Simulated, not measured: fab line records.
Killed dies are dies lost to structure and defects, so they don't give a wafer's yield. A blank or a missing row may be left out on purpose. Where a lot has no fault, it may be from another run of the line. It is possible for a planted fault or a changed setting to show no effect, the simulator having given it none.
Split-lot trial :: flow n5 finfet :: route with 1938 steps; 7 lots, 39 wafers read

ON THE SPLIT
At N5_MOL_CONTACT_COAG_CVD_140 (deposits W, target thk 66.5 nm, time 215 s), the setting target thk a was moved away from the recipe's 665 angstrom on 18 of the 39 wafers read, by -54.8% to +48.0%. This setting was run at the recipe's value on the other wafers.

The split's own step is where the reading is taken.

THE READING
W_of_MOL_CONTACT_COAG_CVD_140.thk nm (the simulator's own value, which no gauge read), in nm, at N5_MOL_CONTACT_COAG_CVD_140 (deposits W, target thk 66.5 nm, time 215 s). The file gives no usual value for it. Average 66.4 nm, standard deviation 0.69 nm, over the 21 wafers here run with the recipe.

wafer: L076.1
tool, chamber at the split: cvd w-02, 1
target thk a as run, angstrom: 665
against the recipe: recipe
W_of_MOL_CONTACT_COAG_CVD_140.thk nm, nm: 67.2
against lot-mates on the recipe: -

wafer: L076.2
tool, chamber at the split: cvd w-02, 0,1
target thk a as run, angstrom: 962.5
against the recipe: +44.7%
W_of_MOL_CONTACT_COAG_CVD_140.thk nm, nm: 96.6
against lot-mates on the recipe: +29.2

wafer: L076.5
tool, chamber at the split: cvd w-02, 0,1
target thk a as run, angstrom: 962.5
against the recipe: +44.7%
W_of_MOL_CONTACT_COAG_CVD_140.thk nm, nm: 96.6
against lot-mates on the recipe: +29.2

wafer: L076.3
tool, chamber at the split: cvd w-02, 1
target thk a as run, angstrom: 665
against the recipe: recipe
W_of_MOL_CONTACT_COAG_CVD_140.thk nm, nm: 67.6
against lot-mates on the recipe: -

wafer: L076.4
tool, chamber at the split: cvd w-02, 0
target thk a as run, angstrom: 665
against the recipe: recipe
W_of_MOL_CONTACT_COAG_CVD_140.thk nm, nm: 67.4
against lot-mates on the recipe: -

wafer: L076.6
tool, chamber at the split: cvd w-02, 0
target thk a as run, angstrom: 962.5
against the recipe: +44.7%
W_of_MOL_CONTACT_COAG_CVD_140.thk nm, nm: 96
against lot-mates on the recipe: +28.6

wafer: L078.1
tool, chamber at the split: cvd w-02, 1
target thk a as run, angstrom: 300.9
against the recipe: -54.8%
W_of_MOL_CONTACT_COAG_CVD_140.thk nm, nm: 30.6
against lot-mates on the recipe: -35.8

wafer: L078.2
tool, chamber at the split: cvd w-02, 1
target thk a as run, angstrom: 300.9
against the recipe: -54.8%
W_of_MOL_CONTACT_COAG_CVD_140.thk nm, nm: 30.6
against lot-mates on the recipe: -35.8

wafer: L078.5
tool, chamber at the split: cvd w-02, 1
target thk a as run, angstrom: 300.9
against the recipe: -54.8%
W_of_MOL_CONTACT_COAG_CVD_140.thk nm, nm: 30.6
against lot-mates on the recipe: -35.8

wafer: L078.3
tool, chamber at the split: cvd w-02, 1
target thk a as run, angstrom: 665
against the recipe: recipe
W_of_MOL_CONTACT_COAG_CVD_140.thk nm, nm: 66.8
against lot-mates on the recipe: -

wafer: L078.4
tool, chamber at the split: cvd w-02, 1
target thk a as run, angstrom: 665
against the recipe: recipe
W_of_MOL_CONTACT_COAG_CVD_140.thk nm, nm: 66
against lot-mates on the recipe: -

wafer: L078.6
tool, chamber at the split: cvd w-02, 1
target thk a as run, angstrom: 665
against the recipe: recipe
W_of_MOL_CONTACT_COAG_CVD_140.thk nm, nm: 66.4
against lot-mates on the recipe: -

wafer: L081.1
tool, chamber at the split: cvd w-02, 1
target thk a as run, angstrom: 665
against the recipe: recipe
W_of_MOL_CONTACT_COAG_CVD_140.thk nm, nm: 65.4
against lot-mates on the recipe: -

wafer: L081.2
tool, chamber at the split: cvd w-02, 0
target thk a as run, angstrom: 984
against the recipe: +48.0%
W_of_MOL_CONTACT_COAG_CVD_140.thk nm, nm: 97.6
against lot-mates on the recipe: +31.9

wafer: L081.3
tool, chamber at the split: cvd w-02, 0
target thk a as run, angstrom: 984
against the recipe: +48.0%
W_of_MOL_CONTACT_COAG_CVD_140.thk nm, nm: 98
against lot-mates on the recipe: +32.3

wafer: L081.4
tool, chamber at the split: cvd w-02, 1
target thk a as run, angstrom: 665
against the recipe: recipe
W_of_MOL_CONTACT_COAG_CVD_140.thk nm, nm: 66
against lot-mates on the recipe: -

wafer: L081.5
tool, chamber at the split: cvd w-02, 0
target thk a as run, angstrom: 665
against the recipe: recipe
W_of_MOL_CONTACT_COAG_CVD_140.thk nm, nm: 65.8
against lot-mates on the recipe: -

wafer: L081.6
tool, chamber at the split: cvd w-02, 1
target thk a as run, angstrom: 984
against the recipe: +48.0%
W_of_MOL_CONTACT_COAG_CVD_140.thk nm, nm: 99
against lot-mates on the recipe: +33.3

wafer: L087.1
tool, chamber at the split: cvd w-02, 1
target thk a as run, angstrom: 665
against the recipe: recipe
W_of_MOL_CONTACT_COAG_CVD_140.thk nm, nm: 65.2
against lot-mates on the recipe: -

wafer: L087.2
tool, chamber at the split: cvd w-02, 0
target thk a as run, angstrom: 346
against the recipe: -48.0%
W_of_MOL_CONTACT_COAG_CVD_140.thk nm, nm: 34.8
against lot-mates on the recipe: -31.0

wafer: L087.3
tool, chamber at the split: cvd w-02, 0
target thk a as run, angstrom: 665
against the recipe: recipe
W_of_MOL_CONTACT_COAG_CVD_140.thk nm, nm: 66
against lot-mates on the recipe: -

wafer: L087.4
tool, chamber at the split: cvd w-02, 1
target thk a as run, angstrom: 346
against the recipe: -48.0%
W_of_MOL_CONTACT_COAG_CVD_140.thk nm, nm: 33.8
against lot-mates on the recipe: -32.0

wafer: L087.5
tool, chamber at the split: cvd w-02, 0
target thk a as run, angstrom: 346
against the recipe: -48.0%
W_of_MOL_CONTACT_COAG_CVD_140.thk nm, nm: 34.2
against lot-mates on the recipe: -31.6

wafer: L087.6
tool, chamber at the split: cvd w-02, 1
target thk a as run, angstrom: 665
against the recipe: recipe
W_of_MOL_CONTACT_COAG_CVD_140.thk nm, nm: 66.2
against lot-mates on the recipe: -

wafer: L092.1
tool, chamber at the split: cvd w-02, 0
target thk a as run, angstrom: 942.1
against the recipe: +41.7%
W_of_MOL_CONTACT_COAG_CVD_140.thk nm, nm: 95
against lot-mates on the recipe: +27.9

wafer: L092.2
tool, chamber at the split: cvd w-02, 0
target thk a as run, angstrom: 942.1
against the recipe: +41.7%
W_of_MOL_CONTACT_COAG_CVD_140.thk nm, nm: 93.6
against lot-mates on the recipe: +26.5

wafer: L092.3
tool, chamber at the split: cvd w-02, 0
target thk a as run, angstrom: 665
against the recipe: recipe
W_of_MOL_CONTACT_COAG_CVD_140.thk nm, nm: 66.6
against lot-mates on the recipe: -

wafer: L092.4
tool, chamber at the split: cvd w-02, 0
target thk a as run, angstrom: 665
against the recipe: recipe
W_of_MOL_CONTACT_COAG_CVD_140.thk nm, nm: 66.8
against lot-mates on the recipe: -

wafer: L092.5
tool, chamber at the split: cvd w-02, 0
target thk a as run, angstrom: 942.1
against the recipe: +41.7%
W_of_MOL_CONTACT_COAG_CVD_140.thk nm, nm: 93.8
against lot-mates on the recipe: +26.7

wafer: L092.6
tool, chamber at the split: cvd w-02, 0
target thk a as run, angstrom: 665
against the recipe: recipe
W_of_MOL_CONTACT_COAG_CVD_140.thk nm, nm: 67.8
against lot-mates on the recipe: -

wafer: L093.1
tool, chamber at the split: cvd w-02, 0
target thk a as run, angstrom: 665
against the recipe: recipe
W_of_MOL_CONTACT_COAG_CVD_140.thk nm, nm: 66.4
against lot-mates on the recipe: -

wafer: L093.3
tool, chamber at the split: cvd w-02, 0
target thk a as run, angstrom: 665
against the recipe: recipe
W_of_MOL_CONTACT_COAG_CVD_140.thk nm, nm: 66.4
against lot-mates on the recipe: -

wafer: L093.2
tool, chamber at the split: cvd w-02, 1
target thk a as run, angstrom: 391.4
against the recipe: -41.1%
W_of_MOL_CONTACT_COAG_CVD_140.thk nm, nm: 38.8
against lot-mates on the recipe: -27.8

wafer: L093.4
tool, chamber at the split: cvd w-02, 1
target thk a as run, angstrom: 391.4
against the recipe: -41.1%
W_of_MOL_CONTACT_COAG_CVD_140.thk nm, nm: 38.6
against lot-mates on the recipe: -28.0

wafer: L093.5
tool, chamber at the split: cvd w-02, 1
target thk a as run, angstrom: 665
against the recipe: recipe
W_of_MOL_CONTACT_COAG_CVD_140.thk nm, nm: 67
against lot-mates on the recipe: -

wafer: L093.6
tool, chamber at the split: cvd w-02, 0
target thk a as run, angstrom: 391.4
against the recipe: -41.1%
W_of_MOL_CONTACT_COAG_CVD_140.thk nm, nm: 39.4
against lot-mates on the recipe: -27.2

wafer: L096.2
tool, chamber at the split: cvd w-02, 1
target thk a as run, angstrom: 665
against the recipe: recipe
W_of_MOL_CONTACT_COAG_CVD_140.thk nm, nm: 65.6
against lot-mates on the recipe: -

wafer: L096.5
tool, chamber at the split: cvd w-02, 0
target thk a as run, angstrom: 665
against the recipe: recipe
W_of_MOL_CONTACT_COAG_CVD_140.thk nm, nm: 66.2
against lot-mates on the recipe: -

wafer: L096.6
tool, chamber at the split: cvd w-02, 1
target thk a as run, angstrom: 665
against the recipe: recipe
W_of_MOL_CONTACT_COAG_CVD_140.thk nm, nm: 66
against lot-mates on the recipe: -
Where a row lists several chambers, the file gives one row for several wafers and doesn't say which wafer went through which chamber.

THE FIT
A straight line over all 39 wafers: W_of_MOL_CONTACT_COAG_CVD_140.thk nm changes by +0.664 nm for each +1% of target thk a; r = +1.00; the points scatter about the line by 0.63 nm.
The same after taking each lot's own level away (the mean of its wafers on the recipe; 39 wafers): +0.659 nm for each +1%; r = +1.00; scatter 0.52 nm.
On that fit, the largest move of target thk a shifts the reading by 36 nm.
Measured against the standard deviation above, the lots' own levels, which go from 65.73 to 67.40 nm, span 2.4 times it.
Hence the lot-to-lot level has little effect on the slope; both slopes agree.
Check: for one of the wafers moved furthest among these (-54.8%), held out of the fit, the line's prediction against its lot-mates is -36.2 nm. It came out at -35.8 nm against them.

FURTHER SPLITS ON THESE WAFERS
Other splits were also applied to these wafers ahead of the reading. Each is held against what the fit with the lots' levels taken away leaves over:
other split on the same wafers: N5_FIN_SAQP_ALD_61 ald cycles
wafers away from the commonest value: 15
r with W_of_MOL_CONTACT_COAG_CVD_140.thk nm (lot level and that fit taken away): -0.02

other split on the same wafers: N5_SD_EPI_N_ETCH_16 target depth a
wafers away from the commonest value: 18
r with W_of_MOL_CONTACT_COAG_CVD_140.thk nm (lot level and that fit taken away): +0.28

THE WHOLE CHAIN: every reading that the file lists as answering this split, in the file's order
step: N5_MOL_CONTACT_COAG_CVD_140
what it does: deposits W, target thk 66.5 nm, time 215 s
reading: W_of_MOL_CONTACT_COAG_CVD_140.thk nm (the simulator's own value, which no gauge read)
change (the file's fit): +0.66 nm for each +1% of the setting
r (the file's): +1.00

step: N5_MOL_CONTACT_COAG_CMP_52
what it does: polishes, stops on SiO2, t overpolish 1.5 s, target thk 66.5 nm
reading: time to endpoint s
change (the file's fit): withheld for each +1% of the setting
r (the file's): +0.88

step: N5_MOL_CONTACT_COAG_CMP_52
what it does: polishes, stops on SiO2, t overpolish 1.5 s, target thk 66.5 nm
reading: W_of_MOL_CONTACT_COAG_CVD_140.thk nm (the simulator's own value, which no gauge read)
change (the file's fit): not straight: 30.6 at the lowest setting, 66.3 at the recipe, 67.07 at the highest
r (the file's): not given

FILE'S OWN FIT
W_of_MOL_CONTACT_COAG_CVD_140.thk nm changes by +0.66 nm for each +1% of target thk a, r = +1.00.
